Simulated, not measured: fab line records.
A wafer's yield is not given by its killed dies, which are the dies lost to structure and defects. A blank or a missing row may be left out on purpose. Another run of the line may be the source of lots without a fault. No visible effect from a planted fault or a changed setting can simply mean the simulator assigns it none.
Which tool is to blame? | flow nandHarc | Sampling: 6 lots, 18 wafers, 2 of 1159 route steps

== WHAT THE GAUGES READ, wafer by wafer ==
NHARC_A_CONTACT_OVL_MEAS_70.
lot  | measured     | on         | overlayXNm (nm)
L988 | day 16 23:40 | overlay-02 | 0.1 -0.5 -0.4
L986 | day 17 06:29 | overlay-02 | -0.7 -0.6 -0.9
L987 | day 17 18:26 | overlay-02 | 0.7 1.0 0.4
L997 | day 19 14:57 | overlay-01 | 23.5 23.4 24.0
L100 | day 19 21:00 | overlay-02 | 1.0 0.9 1.4
L107 | day 22 12:20 | overlay-01 | -1.0 -0.6 -0.7

== EACH LOT AND THE TOOL THAT RAN IT (in order: tool; ch and the chambers of the sampled wafers; start) ==
lot  | NHARC_A_CONTACT_EXPOSE_66
L988 | arfiScanner-01 ch 0, day 16 23:26
L986 | arfiScanner-02 ch 0, day 17 06:15
L987 | arfiScanner-02 ch 0, day 17 18:13
L997 | arfiScanner-02 ch 0, day 19 14:43
L100 | arfiScanner-03 ch 0, day 19 20:46
L107 | arfiScanner-01 ch 0, day 22 12:07
- NHARC_A_CONTACT_EXPOSE_66: exposes mask A CC 2.

== THE ANSWER, worked out from the rows above alone ==
Rule: what is usual is taken from the lots themselves. Put in order of their means at a reading, lots are off if they are a third of the lots or fewer, leave a main group of 4 or more, and stand apart from it by a gap of 3 or more times the standard deviation of the main group's means; of several such gaps the widest counts. If all means in a main group match to the digits the tables above print for the reading, that group is not used. A lot without any number at a reading at which 4 lots or more have one is off too. Any other lot the step has rows for is counted as sound.
Off: L997 (NHARC_A_CONTACT_OVL_MEAS_70, overlayXNm). The main group has a mean of 0.0 nm with a standard deviation of 0.76.
If a tool, at a process step before that reading, ran all the lots that are off and no sound lot after the first of them, it fits. Those tools and the gauges at NHARC_A_CONTACT_OVL_MEAS_70 are tried in the same way. One fits: NHARC_A_CONTACT_EXPOSE_66 on arfiScanner-02. Its last sound lot is L987 (day 17 18:13), its first lot that is off L997 (day 19 14:43): a fault that began between those two fits.

== WHAT THE SIMULATOR HAD INSERTED ==
Scanner matching overlay: arfiScanner-02, from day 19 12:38 on, at NHARC_A_CONTACT_EXPOSE_66. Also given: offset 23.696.
Lots struck among those shown: L997. The rule given above showed the same thing.
